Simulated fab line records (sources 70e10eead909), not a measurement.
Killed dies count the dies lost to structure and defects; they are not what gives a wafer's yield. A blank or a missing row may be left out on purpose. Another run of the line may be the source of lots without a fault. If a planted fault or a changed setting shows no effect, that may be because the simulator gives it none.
Problem report in the 8D (eight disciplines) form, filled by code / flow nand-harc / the parts of the form that need people (team, actions taken, sign-off) are left out

## 1. WHAT WENT WRONG
Mean of cd-nm at NHARC_P_ZERO_WELL_CD_MEAS_11: 538.9 nm across 6 wafers in 2 lots; on wafers with no fault it is 499.4 nm (standard deviation 1.7). That is +23 standard deviations from the usual mean.
The step: target cd 500 nm.
Seen first at day 4 09:07 on cd-sem-03, wafer L137.2. The record holds 42 wafers of 14 lots with a number at this step. By rule, "out" or "out of limits" means more than 4 standard deviations away from the usual mean. All remaining wafers that have a number are taken as sound.

## 2. WHAT THIS IS AND IS NOT
question=which readings at this step | is=cd-nm | is not=-
question=which lots | is=L137, L139 | is not=L132, L133, L134, L138, L140, L142, L145, L146, L147, L148, L151, L152
question=which wafers of those lots | is=all that have a number | is not=-
question=read on which gauges | is=cd-sem-02, cd-sem-03 | is not=cd-sem-01
question=when | is=from day 4 09:07 | is not=up to then (9 sound wafers); but 27 sound wafers of L138, L140, L142, L145, L146, L147, L148, L151, L152 came after

## 3. WHAT RULES OUT EACH SUSPECT
Counting: any tool at a process step up to the reading is kept as a suspect provided that every lot that is out went through it and no sound lot did after the first of them.
- ruled out: the gauge at NHARC_P_ZERO_WELL_CD_MEAS_11. Those wafers that are out were read across 2 gauges (cd-sem-02, cd-sem-03).
- krf-scanner-04 at NHARC_P_ZERO_WELL_EXPOSE_08 (exposes mask P ZERO, target cd 500 nm): kept. It ran every lot that is out, first L137 (day 4 08:58), and no sound lot after that; its last sound lot up to then is L134 (day 3 03:06). Out on those wafers are its own readings of exposure-dose-mJ-cm2.
The count leaves krf-scanner-04 at NHARC_P_ZERO_WELL_EXPOSE_08.

## 4. THE CAUSE (what the simulator had put in)
Process parameter drift: krf-scanner-04, from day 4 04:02 on, at NHARC_P_ZERO_WELL_EXPOSE_08. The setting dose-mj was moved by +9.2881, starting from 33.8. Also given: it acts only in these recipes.
After counting, this tool was the only one left.

## 5. THE EFFECT CHAIN, in route order
One row per reading whose mean, taken over the struck wafers that have a number, lies over 3 standard deviations from the usual. Scope: only readings with a usual standard deviation given in the record; hours: median across lots of the time from each lot's start at the first step in this table that gives one to its start at this step; sigmas: change in usual standard deviations.
hours=0; step=NHARC_P_ZERO_WELL_EXPOSE_08; reading=exposure-dose-mJ-cm2; usual=33.79; on struck wafers=42.13; change=+8.34; sigmas=+99 or more
hours=0; step=NHARC_P_ZERO_WELL_CD_MEAS_11; reading=cd-nm; usual=499.4 nm; on struck wafers=538.9; change=+39.5; sigmas=+23
It contains these process steps:
- NHARC_P_ZERO_WELL_EXPOSE_08: exposes mask P ZERO, target cd 500 nm.
Later steps that measure or inspect, where all struck wafers having a row at the step show a number for every such reading and not one has moved that far: NHARC_P_ZERO_WELL_CD_MEAS_52, NHARC_P_STI_INSPECT_25.

## 6. HOW IT WOULD HAVE BEEN CAUGHT EARLIER
In this record the first reading out of limits at a measuring or inspecting step was taken at day 4 09:07, 5 hours after the fault began at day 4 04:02.
The tool's own readings at NHARC_P_ZERO_WELL_EXPOSE_08 were out on every struck wafer that the step has a row for (exposure-dose-mJ-cm2): an alarm limit on them would have fired on the first of those.
Lots out: 2; of these, L139 started NHARC_P_ZERO_WELL_EXPOSE_08 on krf-scanner-04 after day 4 09:07. A tool hold placed at that time would have kept it from harm.
